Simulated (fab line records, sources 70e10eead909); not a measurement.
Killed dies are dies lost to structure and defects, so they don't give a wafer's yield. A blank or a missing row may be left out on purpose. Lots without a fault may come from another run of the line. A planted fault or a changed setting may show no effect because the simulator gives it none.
A struck lot beside a sound one | flow nand_harc | 40 steps out of a route of 1302
Sound: wafers L761.1, L761.2, L761.4. Struck: wafers L768.3, L768.5, L768.6. The cause comes at the end.
At each step with rows: each side's tool, then ch and its chambers, then its first start. Under that, the readings that differ: sound wafers | struck wafers | difference of the means | sigmas: that difference in standard deviations of wafers without a fault.
alike: readings whose means differ by less than 2 such deviations, and words and numbers that are the same on both sides. not compared: withheld readings, readings that some wafer has no value for, bounds like >300 that may hide the same value, and numbers for which the record gives no deviation and whose values overlap.
The two part at a step that has a row with sigmas, a row that says differs or no value, or rows on one side only. Numbers that don't overlap but have no deviation are shown without sigmas and don't part them. A reading that every wafer of one side lacks parts them only if that side has two wafers or more.

first, 1 step without rows for these wafers: NHARC_A_STAIRCASE_HARDBAKE_269 (time 140 s).
NHARC_A_STAIRCASE_DESCUM_270: chemistry O2, time 3 s.
  sound on rie_diel-07 ch 0,1,2, day 21 19:59; struck on rie_diel-13 ch 0,1, day 24 01:51
  reading               | sound             | struck            | difference | sigmas
  oes_product_au (a.u.) | 1.007 1.010 1.006 | 0.975 0.994 0.967 | -0.029     | -3
  alike: drypump_motor_current_A, rf_vpp_V, showerhead_plenum_p_Torr, throttle_valve_pct
  not compared: rf_hours_counter_h
then, 5 steps without rows for these wafers: NHARC_A_STAIRCASE_ETCH_271 (etches the open film in CF4/CHF3); NHARC_A_STAIRCASE_HM_OPEN_457 (chemistry O2/COS); NHARC_A_STAIRCASE_STRIP_458 (strips in O2/COS); NHARC_A_STAIRCASE_ETCH_451 (etches the open film in CF4/O2, target depth 30 nm, overetch 3 nm, time 16.5 s); NHARC_A_STAIRCASE_ETCH_273 (etches the open film in C4F8/O2/Ar, target depth 10200 nm, time 2468.6 s).
NHARC_A_STAIRCASE_STRIP_274: strips in O2.
  sound on rie_diel-07 ch 1,2,3; struck on rie_diel-13 ch 0,1,2
  reading               | sound             | struck            | difference | sigmas
  oes_product_au (a.u.) | 1.027 1.030 1.011 | 1.004 0.987 0.993 | -0.028     | -3
  alike: drypump_motor_current_A, rf_vpp_V, showerhead_plenum_p_Torr, throttle_valve_pct
  not compared: rf_hours_counter_h
then, 3 steps without rows for these wafers: NHARC_A_STAIRCASE_STRIP_275 (strips in SPM, time 900 s); NHARC_A_STAIRCASE_PRECLEAN_276 (cleans in SC1); NHARC_A_STAIRCASE_SRD_277.
NHARC_A_STAIRCASE_HM_DEP_459: deposits aC, target thk 1500 nm.
  sound on acl_dep-02 ch 0, day 21 23:04; struck on acl_dep-03 ch 0, day 24 07:14
  alike: throttle_valve_pct
then, 10 steps without rows for these wafers: NHARC_A_STAIRCASE_DEP_280 (deposits SiON, target thk 30 nm); NHARC_A_STAIRCASE_DEHYDRATE_281 (time 120 s); NHARC_A_STAIRCASE_HMDS_282 (time 30 s); NHARC_A_STAIRCASE_COAT_283; NHARC_A_STAIRCASE_SOFTBAKE_284 (time 170 s); NHARC_A_STAIRCASE_EBR_285; NHARC_A_STAIRCASE_EXPOSE_286 (exposes mask CHOP 100); NHARC_A_STAIRCASE_PEB_287 (peb time 130 s); NHARC_A_STAIRCASE_DEVELOP_288 (time 140 s); NHARC_A_STAIRCASE_HARDBAKE_290 (time 140 s).
NHARC_A_STAIRCASE_DESCUM_291: chemistry O2, time 3 s.
  sound on rie_diel-07 ch 1,2,3, day 22 01:56; struck on rie_diel-13 ch 0,1,2, day 24 09:28
  alike: drypump_motor_current_A, oes_product_au, rf_vpp_V, showerhead_plenum_p_Torr, throttle_valve_pct
  not compared: rf_hours_counter_h
then, 1 step without rows for these wafers: NHARC_A_STAIRCASE_ETCH_292 (etches the open film in CF4/CHF3).
NHARC_A_STAIRCASE_HM_OPEN_460: chemistry O2/COS.
  sound on rie_diel-07 ch 1,2,3; struck on rie_diel-13 ch 0,1,2
  reading               | sound             | struck            | difference | sigmas
  oes_product_au (a.u.) | 1.017 1.016 1.023 | 1.005 0.986 0.987 | -0.026     | -3
  alike: drypump_motor_current_A, rf_vpp_V, showerhead_plenum_p_Torr, throttle_valve_pct
  not compared: rf_hours_counter_h
then, 1 step without rows for these wafers: NHARC_A_STAIRCASE_STRIP_461 (strips in O2/COS).
NHARC_A_STAIRCASE_ETCH_452: etches the open film in CF4/O2, target depth 30 nm, overetch 3 nm, time 16.5 s.
  sound on rie_diel-07 ch 0,1,2; struck on rie_diel-13 ch 0,3
  reading               | sound             | struck            | difference | sigmas
  oes_product_au (a.u.) | 1.018 1.003 1.020 | 0.972 0.993 0.979 | -0.032     | -3
  alike: drypump_motor_current_A, oes_o_777_au, rf_vpp_V, showerhead_plenum_p_Torr, throttle_valve_pct
  not compared: rf_hours_counter_h
then, 12 steps without rows for these wafers: NHARC_A_STAIRCASE_ETCH_294 (etches the open film in C4F8/O2/Ar, target depth 4989 nm, time 1211.6 s); NHARC_A_STAIRCASE_STRIP_295 (strips in O2); NHARC_A_STAIRCASE_STRIP_296 (strips in SPM, time 900 s); NHARC_A_STAIRCASE_PRECLEAN_297 (cleans in SC1); NHARC_A_STAIRCASE_SRD_298; NHARC_A_STAIRCASE_HM_DEP_462 (deposits aC, target thk 800 nm); NHARC_A_STAIRCASE_DEP_301 (deposits SiON, target thk 30 nm); NHARC_A_STAIRCASE_DEHYDRATE_302 (time 120 s); NHARC_A_STAIRCASE_HMDS_303 (time 30 s); NHARC_A_STAIRCASE_COAT_304; NHARC_A_STAIRCASE_SOFTBAKE_305 (time 170 s); NHARC_A_STAIRCASE_EBR_306.
-- the record jumps here: 8 days lie between the struck wafers' starts before and after (it left off in module A_STAIRCASE and takes up again in module END, whose first step shown is number 1302 of the route) --
NHARC_END_SORT_01:
  the record has rows for the struck wafers here (prober-01 ch 0, day 32 10:15) and none for the sound ones

WHERE THEY PART
First at NHARC_A_STAIRCASE_DESCUM_270; last, within this record, at NHARC_END_SORT_01.

WHY: what the simulator had put in
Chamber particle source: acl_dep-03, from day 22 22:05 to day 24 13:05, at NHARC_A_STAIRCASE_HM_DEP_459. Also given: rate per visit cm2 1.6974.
